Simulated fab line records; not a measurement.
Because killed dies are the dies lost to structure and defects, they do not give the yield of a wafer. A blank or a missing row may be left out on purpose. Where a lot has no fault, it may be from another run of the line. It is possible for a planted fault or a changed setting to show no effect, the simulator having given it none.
The same fault as seen by 3 desks || flow nand-harc || numbers are kept per desk, each desk with only its own; the story behind them comes last

== FROM THE METROLOGY DESK ==
Means of the sampled wafers that have a number, per lot and without regard to the tool the lot ran on: this is what the gauges read. The brackets show how far a lot's mean lies from the usual mean; more than 4 standard deviations puts the lot out of limits, marked OUT.
Columns: A = thk-nm at NHARC_A_M0_THK_MEAS_24, usual 113.8 nm
{"lot": "L486", "first seen here": "day 23 17:25", "A": 113.6}
{"lot": "L495", "first seen here": "day 27 11:19", "A": 111.6}
{"lot": "L499", "first seen here": "day 29 22:50", "A": 113.7}
{"lot": "L504", "first seen here": "day 30 16:01", "A": 114.7}
{"lot": "L505", "first seen here": "day 32 20:17", "A": 115.2}
This desk found nothing out of limits on any of the 5 lots.

== THE DEFECT DESK ==
Inspection counts along the route, by lot: the mean over sampled wafers that carry a number. The brackets show how far a lot's mean lies from the usual mean; more than 4 standard deviations puts the lot out of limits, marked OUT.
Columns: A = raw-defect-count at NHARC_A_M0_INSPECT_27, usual 561
{"lot": "L486", "first seen here": "day 23 17:34", "A": 648}
{"lot": "L495", "first seen here": "day 27 11:28", "A": 567}
{"lot": "L499", "first seen here": "day 29 22:59", "A": 516}
{"lot": "L504", "first seen here": "day 30 16:10", "A": 363}
{"lot": "L505", "first seen here": "day 32 20:27", "A": 477}
This desk found nothing out of limits on any of the 5 lots.

== THE TOOL OWNER'S DESK: litho-track-06 ==
At NHARC_A_M1_SOFTBAKE_04 (time 55 s), the tool's own readings, given per lot that ran on this tool as the mean of the sampled wafers with a number. The brackets show how far a lot's mean lies from the usual mean; more than 4 standard deviations puts the lot out of limits, marked OUT.
Columns: A = heater-power-total-W at NHARC_A_M1_SOFTBAKE_04, usual 188.45 W
{"lot": "L486", "first seen here": "day 23 18:00", "A": 188.36}
{"lot": "L495", "first seen here": "day 27 12:00", "A": "191.54 (+22) OUT"}
{"lot": "L505", "first seen here": "day 32 21:00", "A": 188.34}
This desk's verdict: out of limits on L495, starting with L495 at day 27 12:00 (heater-power-total-W at NHARC_A_M1_SOFTBAKE_04). L486, L505: within limits.

== TAKEN TOGETHER ==
The tool owner's desk had the chance to raise an alarm at day 27 12:00 on L495.
The metrology desk saw nothing out of limits.
Nothing the defect desk looked at was out of limits.
The metrology desk holds a record of L495, inside its limits.
The defect desk has L495 on record, within its limits.
NHARC_A_M1_SOFTBAKE_04 was run on litho-track-06 by each of the lots named.

== WHAT THE SIMULATOR PUT IN ==
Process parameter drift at NHARC_A_M1_SOFTBAKE_04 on litho-track-06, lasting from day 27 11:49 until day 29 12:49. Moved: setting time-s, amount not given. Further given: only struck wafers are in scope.
Struck lots among those shown: L495.
Time in hours from fault onset to the first out-of-limits reading at each desk: the tool owner's desk, 0.
